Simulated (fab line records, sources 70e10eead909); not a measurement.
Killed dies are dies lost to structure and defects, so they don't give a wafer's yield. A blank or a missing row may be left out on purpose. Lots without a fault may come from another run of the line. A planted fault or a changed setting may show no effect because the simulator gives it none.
Chamber matching | flow nand_harc | NHARC_P_CONTACT_ETCH_31 on rie_diel-04: 4 sister chambers
The step etches the open film in CH3F/O2, target depth 30 nm, time 85.7 s. 8 wafers are shown with their chamber, then 8 later ones without.

WAFERS WITH THEIR CHAMBER
wafer  | chamber | showerhead_plenum_p_Torr (Torr) | drypump_motor_current_A (A)
L423.5 | 0       | 2.42                            | 4.9
L423.6 | 1       | 2.61                            | 5.8
L424.2 | 2       | 2.63                            | 5.4
L424.3 | 1       | 2.61                            | 5.9
L434.1 | 3       | 2.41                            | 5.5
L434.5 | 3       | 2.41                            | 5.5
L434.6 | 2       | 2.63                            | 5.4
L438.2 | 0       | 2.41                            | 4.9

WAFERS WITHOUT THEIR CHAMBER
wafer  | showerhead_plenum_p_Torr (Torr) | drypump_motor_current_A (A)
L438.5 | 2.61                            | 5.8
L438.6 | 2.41                            | 4.9
L439.2 | 2.41                            | 4.9
L439.3 | 2.41                            | 5.5
L439.5 | 2.41                            | 5.5
L440.1 | 2.41                            | 4.9
L440.4 | 2.62                            | 5.4
L440.6 | 2.61                            | 5.9

WHICH CHAMBER EACH WENT THROUGH
wafer  | from the rows above | in truth
L438.5 | 1                   | 1
L438.6 | 0                   | 0
L439.2 | 0                   | 0
L439.3 | 3                   | 3
L439.5 | 3                   | 3
L440.1 | 0                   | 0
L440.4 | 2                   | 2
L440.6 | 1                   | 1
Placed correctly: 8 of 8. Can't be placed from these rows: 0. Placed wrongly: 0.
How it was worked out, from the rows above alone: a wafer's distance from a chamber is the root of the sum, over the readings, of the square of ((its reading less the chamber's mean) divided by the reading's scatter). The wafer belongs to the nearest chamber; if the next one is less than 2 further off, it can't be placed. A chamber's mean is the mean of its shown wafers. The scatter: the root of (the sum of the squares of (reading less its chamber's mean) over the shown wafers, divided by (wafers less chambers)).
